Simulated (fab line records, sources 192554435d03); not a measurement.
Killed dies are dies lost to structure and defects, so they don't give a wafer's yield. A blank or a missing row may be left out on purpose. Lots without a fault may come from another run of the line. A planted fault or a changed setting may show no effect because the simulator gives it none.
Which tool did it? | flow n5_finfet | 24 lots, 72 wafers sampled, at 1 step of a route of 1938

WHAT THE GAUGES READ, wafer by wafer
N5_BEOL_M4_CD_MEAS_28: target cd 26.2 nm, target cd y 24.1 nm.
lot  | measured     | on        | cd_nm (nm)
L074 | day 7 12:38  | cd_sem-01 | 26.37 26.35 26.65
L075 | day 7 22:13  | cd_sem-03 | 26.66 26.14 26.65
L076 | day 8 04:53  | cd_sem-01 | 26.31 26.26 25.97
L078 | day 8 05:04  | cd_sem-01 | 25.93 26.42 25.97
L077 | day 8 08:19  | cd_sem-01 | 26.08 26.79 25.97
L079 | day 8 18:03  | cd_sem-03 | 26.01 25.92 26.01
L080 | day 9 03:52  | cd_sem-02 | 26.06 25.93 26.17
L081 | day 9 12:14  | cd_sem-01 | 25.74 26.34 26.09
L082 | day 9 14:47  | cd_sem-01 | 26.28 26.20 25.79
L083 | day 9 16:37  | cd_sem-01 | 26.10 25.99 26.28
L084 | day 10 05:51 | cd_sem-01 | 26.22 26.08 25.93
L086 | day 10 07:11 | cd_sem-01 | 26.28 26.52 26.48
L085 | day 10 09:27 | cd_sem-01 | 26.48 26.56 26.46
L087 | day 10 16:21 | cd_sem-03 | 26.22 26.27 26.29
L088 | day 10 19:55 | cd_sem-02 | 26.46 26.18 26.12
L089 | day 12 00:10 | cd_sem-02 | 26.35 26.62 26.47
L090 | day 12 00:13 | cd_sem-01 | 26.18 25.97 26.14
L092 | day 12 03:21 | cd_sem-01 | 26.17 26.10 26.26
L091 | day 12 07:54 | cd_sem-03 | 25.80 26.37 26.36
L093 | day 12 14:23 | cd_sem-01 | 26.04 26.06 26.24
L094 | day 13 00:55 | cd_sem-02 | 26.01 26.17 26.76
L097 | day 13 06:10 | cd_sem-03 | 26.02 26.14 25.90
L096 | day 13 07:01 | cd_sem-01 | 26.31 26.31 26.48
L095 | day 13 07:13 | cd_sem-01 | 25.93 26.25 26.17

WHICH TOOL RAN EACH LOT (tool, then ch and the chambers of the sampled wafers, then the start)
The record holds no process step before these readings.

WHAT THE TOOLS THEMSELVES READ (means of the sampled wafers that have a number; where no wafer has one, the mark that the record gives instead)
The record holds no such reading with a usual standard deviation.

THE ANSWER, worked out from the rows above alone
Rule: what is usual is taken from the lots themselves. Put in order of their means at a reading, lots are off if they are a third of the lots or fewer, leave a main group of 4 or more, and stand apart from it by a gap of 3 or more times the standard deviation of the main group's means; of several such gaps the widest counts. A main group whose means are all the same, to the digits that the tables above print for the reading, isn't used. A lot without any number at a reading at which 4 lots or more have one is off too. The other lots that the step has rows for count as sound. The gauges are gone through in route order, then the tools' own readings, and for those a lot's mean is taken as printed above. The first step at which some lot is off is used, and at that step the reading that is off furthest; a lot without a number counts as furthest.
No lot is off at any reading shown: from this, nothing can be told.

WHAT THE SIMULATOR HAD PUT IN
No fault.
